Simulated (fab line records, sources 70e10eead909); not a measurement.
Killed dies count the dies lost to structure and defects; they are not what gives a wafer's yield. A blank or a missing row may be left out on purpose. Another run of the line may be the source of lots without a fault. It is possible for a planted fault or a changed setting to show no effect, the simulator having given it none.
What tool caused it? || flow nand harc || 14 lots, 40 wafers sampled, at 5 steps of a route of 1159

== WHAT THE GAUGES READ, wafer by wafer ==
NHARC_A_BLC_OVL_MEAS_11. Usual: overlay x nm 0.2 nm, standard deviation 0.67; overlay y nm 0.2 nm, standard deviation 0.95.
{"lot": "L987", "measured": "day 17 16:01", "on": "overlay-01", "overlay x nm (nm)": "-0.3 -0.6 -0.6", "overlay y nm (nm)": "0.0 0.0 0.3", "flag": ""}
{"lot": "L986", "measured": "day 17 16:30", "on": "overlay-02", "overlay x nm (nm)": "0.9 0.7 1.1", "overlay y nm (nm)": "0.8 0.4 1.2", "flag": ""}
{"lot": "L989", "measured": "day 18 01:36", "on": "overlay-01", "overlay x nm (nm)": "1.2 1.5 1.5", "overlay y nm (nm)": "1.0 0.9 1.2", "flag": ""}
{"lot": "L991", "measured": "day 18 18:16", "on": "overlay-01", "overlay x nm (nm)": "1.3 0.7 0.7", "overlay y nm (nm)": "-1.0 -0.4 0.3", "flag": ""}
{"lot": "L990", "measured": "day 18 18:25", "on": "overlay-02", "overlay x nm (nm)": "-0.5 -0.1 -0.8", "overlay y nm (nm)": "0.2 0.5 0.1", "flag": ""}
{"lot": "L988", "measured": "day 18 21:44", "on": "overlay-01", "overlay x nm (nm)": "0.8 0.3 0.4", "overlay y nm (nm)": "-1.0 -0.6 -0.6", "flag": ""}
{"lot": "L993", "measured": "day 19 04:59", "on": "overlay-01", "overlay x nm (nm)": "-0.3 -0.7 -0.1", "overlay y nm (nm)": "-1.0 -1.1 -0.8", "flag": ""}
{"lot": "L995", "measured": "day 19 22:01", "on": "overlay-01", "overlay x nm (nm)": "0.5 0.6 0.7", "overlay y nm (nm)": "-0.5 0.1 -0.4", "flag": ""}
{"lot": "L994", "measured": "day 19 22:10", "on": "overlay-02", "overlay x nm (nm)": "-0.2 -0.4 -0.3", "overlay y nm (nm)": "1.3 1.4 0.8", "flag": ""}
{"lot": "L997", "measured": "day 20 04:44", "on": "overlay-01", "overlay x nm (nm)": "0.0 -0.1", "overlay y nm (nm)": "0.4 0.5", "flag": ""}
{"lot": "L996", "measured": "day 20 14:55", "on": "overlay-01", "overlay x nm (nm)": "0.8 0.8 0.6", "overlay y nm (nm)": "-0.6 -0.4 -0.5", "flag": ""}
{"lot": "L100", "measured": "day 21 03:29", "on": "overlay-01", "overlay x nm (nm)": "-0.8 -0.8", "overlay y nm (nm)": "-1.6 -1.3", "flag": ""}
{"lot": "L103", "measured": "day 21 17:27", "on": "overlay-01", "overlay x nm (nm)": "0.6 0.5 0.0", "overlay y nm (nm)": "1.6 1.8 1.4", "flag": ""}
{"lot": "L107", "measured": "day 22 18:10", "on": "overlay-01", "overlay x nm (nm)": "-0.1 0.3 0.1", "overlay y nm (nm)": "1.4 1.6 2.1", "flag": ""}

NHARC_A_BLC_INSPECT_28. Usual: raw defect count reads 438 (standard deviation 110).
{"lot": "L987", "measured": "day 18 00:13", "on": "defect inspect-02", "raw defect count": "261 468 334", "flag": ""}
{"lot": "L986", "measured": "day 18 00:36", "on": "defect inspect-01", "raw defect count": "305 342 388", "flag": ""}
{"lot": "L989", "measured": "day 18 05:01", "on": "defect inspect-01", "raw defect count": "441 338 866", "flag": ""}
{"lot": "L991", "measured": "day 18 21:18", "on": "defect inspect-01", "raw defect count": "520 574 409", "flag": ""}
{"lot": "L990", "measured": "day 18 21:39", "on": "defect inspect-01", "raw defect count": "833 583 506", "flag": ""}
{"lot": "L988", "measured": "day 19 03:35", "on": "defect inspect-02", "raw defect count": "223 459 334", "flag": ""}
{"lot": "L993", "measured": "day 19 10:44", "on": "defect inspect-02", "raw defect count": "594 370 317", "flag": ""}
{"lot": "L995", "measured": "day 20 01:06", "on": "defect inspect-02", "raw defect count": "422 343 394", "flag": ""}
{"lot": "L994", "measured": "day 20 01:26", "on": "defect inspect-02", "raw defect count": "435 498 447", "flag": ""}
{"lot": "L997", "measured": "day 20 09:14", "on": "defect inspect-01", "raw defect count": "439 364", "flag": ""}
{"lot": "L996", "measured": "day 20 18:05", "on": "defect inspect-01", "raw defect count": "448 578 366", "flag": ""}
{"lot": "L100", "measured": "day 21 09:03", "on": "defect inspect-02", "raw defect count": "458 339", "flag": ""}
{"lot": "L103", "measured": "day 22 00:40", "on": "defect inspect-02", "raw defect count": "728 584 461", "flag": ""}
{"lot": "L107", "measured": "day 23 01:56", "on": "defect inspect-01", "raw defect count": "386 439 425", "flag": ""}

NHARC_END_SORT_01. Usual: killed at array 27, standard deviation 11; killed at other 0.7, standard deviation 1.1; killed at periphery 3.4, standard deviation 2.1; killed dies 31, standard deviation 12; killed open 3.6, standard deviation 2; killed short 2.0, standard deviation 1.3.
{"lot": "L987", "measured": "day 19 18:43", "on": "prober-01", "killed at array": "16 15 16", "killed at other": "1 0 0", "killed at periphery": "3 4 2", "killed dies": "20 19 18", "killed open": "6 3 5", "killed short": "2 2 0", "flag": ""}
{"lot": "L986", "measured": "day 20 03:17", "on": "prober-02", "killed at array": "26 18 22", "killed at other": "1 0 0", "killed at periphery": "1 5 3", "killed dies": "28 23 25", "killed open": "6 2 1", "killed short": "1 3 2", "flag": ""}
{"lot": "L993", "measured": "day 21 03:26", "on": "prober-02", "killed at array": "24 28 31", "killed at other": "0 0 1", "killed at periphery": "2 3 3", "killed dies": "26 31 35", "killed open": "2 2 5", "killed short": "2 0 3", "flag": ""}
{"lot": "L997", "measured": "day 22 03:00", "on": "prober-01", "killed at array": "673 36", "killed at other": "0 0", "killed at periphery": "4 5", "killed dies": "677 41", "killed open": "6 6", "killed short": "4 0", "flag": "OFF"}
{"lot": "L996", "measured": "day 22 14:36", "on": "prober-02", "killed at array": "673 674 56", "killed at other": "1 1 0", "killed at periphery": "3 2 6", "killed dies": "677 677 62", "killed open": "7 4 3", "killed short": "1 1 1", "flag": "OFF"}
{"lot": "L100", "measured": "day 23 12:23", "on": "prober-02", "killed at array": "669 31", "killed at other": "1 0", "killed at periphery": "7 2", "killed dies": "677 33", "killed open": "7 3", "killed short": "4 2", "flag": "OFF"}
{"lot": "L103", "measured": "day 23 20:10", "on": "prober-02", "killed at array": "24 37 22", "killed at other": "0 0 1", "killed at periphery": "9 6 8", "killed dies": "33 43 31", "killed open": "3 2 5", "killed short": "1 6 2", "flag": ""}

== TOOL THAT RAN EACH LOT (tool first, then ch and the chambers of the sampled wafers, then the start) ==
{"lot": "L987", "NHARC_A_BLC_DEGAS_30": "pvd sputter-01, day 17 17:42", "NHARC_A_BLC_ALD_23": "ald metal-04 ch 1,2, day 17 17:58"}
{"lot": "L986", "NHARC_A_BLC_DEGAS_30": "pvd sputter-03, day 17 18:13", "NHARC_A_BLC_ALD_23": "ald metal-01 ch 1,2, day 17 18:40"}
{"lot": "L989", "NHARC_A_BLC_DEGAS_30": "pvd sputter-02, day 18 03:16", "NHARC_A_BLC_ALD_23": "ald metal-03 ch 0,3, day 18 03:31"}
{"lot": "L991", "NHARC_A_BLC_DEGAS_30": "pvd sputter-03, day 18 19:56", "NHARC_A_BLC_ALD_23": "ald metal-04 ch 0,1,3, day 18 20:12"}
{"lot": "L990", "NHARC_A_BLC_DEGAS_30": "pvd sputter-02, day 18 20:06", "NHARC_A_BLC_ALD_23": "ald metal-01 ch 2,3, day 18 20:23"}
{"lot": "L988", "NHARC_A_BLC_DEGAS_30": "pvd sputter-03, day 18 23:25", "NHARC_A_BLC_ALD_23": "ald metal-03 ch 0,1, day 18 23:40"}
{"lot": "L993", "NHARC_A_BLC_DEGAS_30": "pvd sputter-02, day 19 06:40", "NHARC_A_BLC_ALD_23": "ald metal-03 ch 0,1, day 19 06:55"}
{"lot": "L995", "NHARC_A_BLC_DEGAS_30": "pvd sputter-01, day 19 23:41", "NHARC_A_BLC_ALD_23": "ald metal-04 ch 2,3, day 19 23:56"}
{"lot": "L994", "NHARC_A_BLC_DEGAS_30": "pvd sputter-02, day 20 00:01", "NHARC_A_BLC_ALD_23": "ald metal-03 ch 0,2, day 20 00:16"}
{"lot": "L997", "NHARC_A_BLC_DEGAS_30": "pvd sputter-02, day 20 06:25", "NHARC_A_BLC_ALD_23": "ald metal-04 ch 3, day 20 06:39"}
{"lot": "L996", "NHARC_A_BLC_DEGAS_30": "pvd sputter-02, day 20 16:43", "NHARC_A_BLC_ALD_23": "ald metal-04 ch 0,1,2, day 20 16:59"}
{"lot": "L100", "NHARC_A_BLC_DEGAS_30": "pvd sputter-01, day 21 05:09", "NHARC_A_BLC_ALD_23": "ald metal-04 ch 1,2, day 21 05:25"}
{"lot": "L103", "NHARC_A_BLC_DEGAS_30": "pvd sputter-01, day 21 19:14", "NHARC_A_BLC_ALD_23": "ald metal-03 ch 0,1,3, day 21 19:30"}
{"lot": "L107", "NHARC_A_BLC_DEGAS_30": "pvd sputter-02, day 22 19:51", "NHARC_A_BLC_ALD_23": "ald metal-01 ch 0,2,3, day 22 20:16"}
- NHARC_A_BLC_DEGAS_30: time 60 s.
- NHARC_A_BLC_ALD_23: deposits TiN, target thk 3 nm, pulse time 1 s, ald cycles 150.

== AS READ BY THE TOOLS THEMSELVES (means over the sampled wafers that have a number; for cases with no such wafer, the mark the record gives instead) ==
NHARC_A_BLC_DEGAS_30. Usual: heater power w reads 459 W (standard deviation 62).
{"lot": "L987", "tool": "pvd sputter-01", "heater power w (W)": 514, "flag": ""}
{"lot": "L986", "tool": "pvd sputter-03", "heater power w (W)": 442, "flag": ""}
{"lot": "L989", "tool": "pvd sputter-02", "heater power w (W)": 502, "flag": ""}
{"lot": "L991", "tool": "pvd sputter-03", "heater power w (W)": 479, "flag": ""}
{"lot": "L990", "tool": "pvd sputter-02", "heater power w (W)": 464, "flag": ""}
{"lot": "L988", "tool": "pvd sputter-03", "heater power w (W)": 457, "flag": ""}
{"lot": "L993", "tool": "pvd sputter-02", "heater power w (W)": 406, "flag": ""}
{"lot": "L995", "tool": "pvd sputter-01", "heater power w (W)": 439, "flag": ""}
{"lot": "L994", "tool": "pvd sputter-02", "heater power w (W)": 531, "flag": ""}
{"lot": "L997", "tool": "pvd sputter-02", "heater power w (W)": 414, "flag": ""}
{"lot": "L996", "tool": "pvd sputter-02", "heater power w (W)": 492, "flag": ""}
{"lot": "L100", "tool": "pvd sputter-01", "heater power w (W)": 330, "flag": ""}
{"lot": "L103", "tool": "pvd sputter-01", "heater power w (W)": 454, "flag": ""}
{"lot": "L107", "tool": "pvd sputter-02", "heater power w (W)": 473, "flag": ""}

NHARC_A_BLC_ALD_23. Usual: heater power w 1149 W, standard deviation 170; precursor pulse height rel 1.002, standard deviation 0.02.
{"lot": "L987", "tool": "ald metal-04", "heater power w (W)": 1154, "precursor pulse height rel": 0.988, "flag": ""}
{"lot": "L986", "tool": "ald metal-01", "heater power w (W)": 979, "precursor pulse height rel": 1.006, "flag": ""}
{"lot": "L989", "tool": "ald metal-03", "heater power w (W)": 1339, "precursor pulse height rel": 1.009, "flag": ""}
{"lot": "L991", "tool": "ald metal-04", "heater power w (W)": 1145, "precursor pulse height rel": 1.005, "flag": ""}
{"lot": "L990", "tool": "ald metal-01", "heater power w (W)": 944, "precursor pulse height rel": 0.989, "flag": ""}
{"lot": "L988", "tool": "ald metal-03", "heater power w (W)": 1277, "precursor pulse height rel": 0.982, "flag": ""}
{"lot": "L993", "tool": "ald metal-03", "heater power w (W)": 1296, "precursor pulse height rel": 1.015, "flag": ""}
{"lot": "L995", "tool": "ald metal-04", "heater power w (W)": 1170, "precursor pulse height rel": 0.999, "flag": ""}
{"lot": "L994", "tool": "ald metal-03", "heater power w (W)": 1167, "precursor pulse height rel": 1.016, "flag": ""}
{"lot": "L997", "tool": "ald metal-04", "heater power w (W)": 1295, "precursor pulse height rel": 1.011, "flag": ""}
{"lot": "L996", "tool": "ald metal-04", "heater power w (W)": 1105, "precursor pulse height rel": 1.002, "flag": ""}
{"lot": "L100", "tool": "ald metal-04", "heater power w (W)": 1171, "precursor pulse height rel": 0.976, "flag": ""}
{"lot": "L103", "tool": "ald metal-03", "heater power w (W)": 1267, "precursor pulse height rel": 1.004, "flag": ""}
{"lot": "L107", "tool": "ald metal-01", "heater power w (W)": 933, "precursor pulse height rel": 1.038, "flag": ""}

== THE ANSWER, worked out from the rows above alone ==
Rule: a lot counts as off when the mean over its wafers that have a number is more than 3 standard deviations away from the usual mean. Also off: a lot with no number at a reading for which 4 or more lots have one. The other lots that the step has rows for count as sound. First the gauges in route order, then the tools' own readings, where a lot's mean is used as printed above. At the first step where some lot is off, the reading lying furthest off is the one used; lots without a number count as furthest.
Off: L997, L996, L100, at NHARC_END_SORT_01 (killed at array). Neither off nor sound, because the step has no rows for them: L989, L991, L990, L988, L995, L994, L107.
If a tool, at a process step before that reading, ran all the lots that are off and no sound lot after the first of them, it fits. The gauges at NHARC_END_SORT_01 are tried like those tools. One candidate fits, namely ald metal-04 at NHARC_A_BLC_ALD_23. Its last sound lot is L987 (day 17 17:58), its first lot that is off L997 (day 20 06:39): a fault that began between those two fits.

== WHAT THE SIMULATOR HAD PUT IN ==
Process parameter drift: ald metal-04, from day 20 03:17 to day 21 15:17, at NHARC_A_BLC_ALD_23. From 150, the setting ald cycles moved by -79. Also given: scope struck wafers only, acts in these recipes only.
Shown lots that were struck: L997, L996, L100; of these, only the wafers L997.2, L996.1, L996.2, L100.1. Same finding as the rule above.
